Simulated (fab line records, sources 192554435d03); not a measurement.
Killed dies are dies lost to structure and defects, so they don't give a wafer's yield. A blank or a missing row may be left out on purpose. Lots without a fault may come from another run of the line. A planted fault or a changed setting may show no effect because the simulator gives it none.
Which tool did it? | flow n5_finfet | 12 lots, 33 wafers sampled, at 5 steps of a route of 1938

WHAT THE GAUGES READ, wafer by wafer
N5_WELL_APT_CD_MEAS_25: target cd 200 nm. Usual: cd_nm 200.0 nm, standard deviation 2.
lot  | measured    | on        | cd_nm (nm)        | flag
L628 | day 1 15:37 | cd_sem-03 | 199.6 196.9 199.9 |
L630 | day 2 02:56 | cd_sem-01 | 201.6 201.8 203.6 |
L632 | day 2 15:13 | cd_sem-03 | 199.2 195.8 196.5 |
L633 | day 2 21:44 | cd_sem-03 | 198.9 199.9 197.9 |
L636 | day 3 14:53 | cd_sem-01 | 199.9 202.1       |
L637 | day 3 21:10 | cd_sem-03 | 200.0 203.3 201.7 |
L638 | day 4 02:43 | cd_sem-01 | 201.1 197.4 200.8 |
L640 | day 4 16:12 | cd_sem-01 | 202.4 198.3 198.9 |
L641 | day 4 21:18 | cd_sem-03 | 197.1 200.6 200.9 |
L643 | day 5 09:03 | cd_sem-02 | 203.3 199.3 201.0 |
L647 | day 6 09:38 | cd_sem-03 | 201.5 202.6       |
L650 | day 7 04:13 | cd_sem-01 | 201.8 204.2       |

N5_WELL_APT_INSPECT_38: inspects for defects (darkfield). Usual: raw_defect_count 14, standard deviation 4.9.
lot  | measured    | on                | raw_defect_count | flag
L628 | day 1 18:36 | defect_inspect-02 | 13 9 8           |
L630 | day 2 04:59 | defect_inspect-01 | 16 11 14         |
L632 | day 2 17:16 | defect_inspect-01 | 15 17 20         |
L633 | day 2 23:44 | defect_inspect-02 | 13 9 11          |
L636 | day 3 16:38 | defect_inspect-02 | 10 10            |
L637 | day 3 22:55 | defect_inspect-02 | 16 9 10          |
L638 | day 4 04:53 | defect_inspect-01 | 10 20 14         |
L640 | day 4 18:28 | defect_inspect-02 | 26 14 17         |
L641 | day 4 23:21 | defect_inspect-01 | 10 13 4          |
L643 | day 5 11:02 | defect_inspect-02 | 13 10 12         |
L647 | day 6 12:11 | defect_inspect-01 | 8 7              |
L650 | day 7 06:17 | defect_inspect-01 | 12 18            |

N5_PMOS_HMC_CHANNEL_EPI_THK_MEAS_22. Usual: HMC_CMP_THK 54.3 nm, standard deviation 0.8.
lot  | measured    | on            | HMC_CMP_THK (nm) | flag
L628 | day 1 21:27 | film_metro-01 | 55.4 54.1 53.8   |
L630 | day 2 07:41 | film_metro-02 | 54.7 55.6 55.6   |
L632 | day 2 20:07 | film_metro-02 | 53.6 54.2 54.3   |
L633 | day 3 03:02 | film_metro-01 | 53.0 52.7 54.4   |
L636 | day 3 19:26 | film_metro-01 | 52.9 53.9        |
L637 | day 4 01:58 | film_metro-02 | 54.6 54.6 54.0   |
L638 | day 4 07:53 | film_metro-02 | 56.0 53.5 53.7   |
L640 | day 4 21:14 | film_metro-01 | 53.2 54.9 54.1   |
L641 | day 5 02:16 | film_metro-01 | 53.7 54.5 54.6   |
L643 | day 5 13:42 | film_metro-01 | 55.4 54.4 54.2   |
L647 | day 6 15:04 | film_metro-01 | 34.8 35.4        | OFF
L650 | day 7 09:10 | film_metro-02 | 54.7 35.0        | OFF

WHICH TOOL RAN EACH LOT (tool, then ch and the chambers of the sampled wafers, then the start)
lot  | N5_WELL_APT_DESCUM_30             | N5_PMOS_HMC_CHANNEL_EPI_FIN_RECESS_16
L628 | rie_diel-05 ch 0,1,3, day 1 16:42 | rie_si-01 ch 0,2,3, day 1 19:39
L630 | rie_diel-05 ch 1,2,3, day 2 03:15 | rie_si-02 ch 0,3, day 2 05:52
L632 | rie_diel-06 ch 1,2,3, day 2 15:19 | rie_si-02 ch 1,2,3, day 2 18:19
L633 | rie_diel-01 ch 0,1,3, day 2 21:50 | rie_si-04 ch 0,1,3, day 3 01:13
L636 | rie_diel-01 ch 3, day 3 15:00     | rie_si-01 ch 1,3, day 3 17:38
L637 | rie_diel-06 ch 1,2,3, day 3 21:15 | rie_si-01 ch 2,3, day 4 00:09
L638 | rie_diel-05 ch 0,3, day 4 03:04   | rie_si-01 ch 0,3, day 4 06:05
L640 | rie_diel-05 ch 0,2, day 4 16:35   | rie_si-04 ch 0,1,2, day 4 19:26
L641 | rie_diel-05 ch 0,2,3, day 4 21:23 | rie_si-01 ch 1,2,3, day 5 00:28
L643 | rie_diel-05 ch 0,3, day 5 09:20   | rie_si-02 ch 1,2,3, day 5 11:53
L647 | rie_diel-01 ch 0,1, day 6 10:32   | rie_si-02 ch 0,2, day 6 13:14
L650 | rie_diel-05 ch 1,2, day 7 04:34   | rie_si-02 ch 1,2, day 7 07:21
- N5_WELL_APT_DESCUM_30: chemistry O2, time 7.9 s.
- N5_PMOS_HMC_CHANNEL_EPI_FIN_RECESS_16: chemistry HBr/Cl2, target Si, target depth 54 nm, time 18 s.

WHAT THE TOOLS THEMSELVES READ (means of the sampled wafers that have a number; where no wafer has one, the mark that the record gives instead)
N5_WELL_APT_DESCUM_30. Usual: drypump_motor_current_A 5.7 A, standard deviation 0.4; oes_product_au 0.81 a.u., standard deviation 0.1; rf_vpp_V 243.6 V, standard deviation 1.2; showerhead_plenum_p_Torr 2.12 Torr, standard deviation 0.059; throttle_valve_pct 20.43 %, standard deviation 0.21.
lot  | tool        | drypump_motor_current_A (A) | oes_product_au (a.u.) | rf_vpp_V (V) | showerhead_plenum_p_Torr (Torr) | throttle_valve_pct (%) | flag
L628 | rie_diel-05 | 6.0                         | 0.77                  | 244.0        | 2.12                            | 20.38                  |
L630 | rie_diel-05 | 6.0                         | 0.70                  | 243.0        | 2.09                            | 20.64                  |
L632 | rie_diel-06 | 5.5                         | 0.80                  | 245.0        | 2.13                            | 20.41                  |
L633 | rie_diel-01 | 5.7                         | 0.87                  | 243.9        | 2.16                            | 20.45                  |
L636 | rie_diel-01 | 5.6                         | 0.72                  | 244.9        | 2.18                            | 20.63                  |
L637 | rie_diel-06 | 5.5                         | 0.78                  | 243.9        | 2.13                            | 20.41                  |
L638 | rie_diel-05 | 6.1                         | 0.75                  | 244.9        | 2.14                            | 20.31                  |
L640 | rie_diel-05 | 5.8                         | 0.91                  | 242.1        | 2.08                            | 20.40                  |
L641 | rie_diel-05 | 5.9                         | 0.83                  | 243.4        | 2.11                            | 20.37                  |
L643 | rie_diel-05 | 6.1                         | 0.74                  | 245.1        | 2.14                            | 20.33                  |
L647 | rie_diel-01 | 5.8                         | 0.88                  | 242.8        | 2.14                            | 20.42                  |
L650 | rie_diel-05 | 5.8                         | 0.91                  | 242.9        | 2.04                            | 20.52                  |

N5_PMOS_HMC_CHANNEL_EPI_FIN_RECESS_16. Usual: HBr_flow_sccm 150.0 sccm, standard deviation 0.43; drypump_motor_current_A 5.9 A, standard deviation 0.44; he_backside_leak_sccm 2.79 sccm, standard deviation 0.22; oes_product_au 0.995 a.u., standard deviation 0.02; throttle_valve_pct 35.5 %, standard deviation 0.32.
lot  | tool      | HBr_flow_sccm (sccm) | drypump_motor_current_A (A) | he_backside_leak_sccm (sccm) | oes_product_au (a.u.) | throttle_valve_pct (%) | flag
L628 | rie_si-01 | 150.1                | 6.0                         | 2.76                         | 0.992                 | 35.8                   |
L630 | rie_si-02 | 149.5                | 6.1                         | 2.87                         | 1.024                 | 35.4                   |
L632 | rie_si-02 | 149.6                | 5.8                         | 2.73                         | 0.988                 | 35.1                   |
L633 | rie_si-04 | 150.1                | 6.1                         | 2.74                         | 0.979                 | 35.3                   |
L636 | rie_si-01 | 149.7                | 5.9                         | 2.61                         | 0.974                 | 35.7                   |
L637 | rie_si-01 | 150.2                | 6.3                         | 3.03                         | 0.981                 | 35.8                   |
L638 | rie_si-01 | 150.5                | 6.1                         | 2.65                         | 0.991                 | 35.9                   |
L640 | rie_si-04 | 149.8                | 6.1                         | 3.04                         | 0.982                 | 35.5                   |
L641 | rie_si-01 | 149.7                | 6.0                         | 2.74                         | 0.996                 | 35.7                   |
L643 | rie_si-02 | 149.7                | 5.8                         | 2.72                         | 0.995                 | 35.1                   |
L647 | rie_si-02 | 150.1                | 5.6                         | 2.83                         | 0.795                 | 35.5                   | OFF
L650 | rie_si-02 | 150.8                | 5.7                         | 2.79                         | 0.884                 | 35.2                   | OFF

THE ANSWER, worked out from the rows above alone
Rule: a lot is off if the mean of its wafers that have a number lies more than 3 standard deviations from the usual mean. A lot without any number at a reading at which 4 lots or more have one is off too. The other lots that the step has rows for count as sound. The gauges are gone through in route order, then the tools' own readings, and for those a lot's mean is taken as printed above. The first step at which some lot is off is used, and at that step the reading that is off furthest; a lot without a number counts as furthest.
Off: L647, L650, at N5_PMOS_HMC_CHANNEL_EPI_THK_MEAS_22 (HMC_CMP_THK).
A tool fits if, at a process step before that reading, it ran every lot that is off, and no sound lot after the first of them. The gauges at N5_PMOS_HMC_CHANNEL_EPI_THK_MEAS_22 aren't tried: what is off there is off at N5_PMOS_HMC_CHANNEL_EPI_FIN_RECESS_16 too, on other tools, and a gauge's error can't cause that. One fits: rie_si-02 at N5_PMOS_HMC_CHANNEL_EPI_FIN_RECESS_16. Its last sound lot is L643 (day 5 11:53), its first lot that is off L647 (day 6 13:14): a fault that began between those two fits.
The tool's own readings at N5_PMOS_HMC_CHANNEL_EPI_FIN_RECESS_16 bear it out: on the lots that are off they differ by more than 5 times the standard deviation of the sound lots' means. oes_product_au reads 0.840 a.u. there against 0.990 a.u. on the sound lots.

WHAT THE SIMULATOR HAD PUT IN
Process parameter drift: rie_si-02, from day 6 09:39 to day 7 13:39, at N5_PMOS_HMC_CHANNEL_EPI_FIN_RECESS_16. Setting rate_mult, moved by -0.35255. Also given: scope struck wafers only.
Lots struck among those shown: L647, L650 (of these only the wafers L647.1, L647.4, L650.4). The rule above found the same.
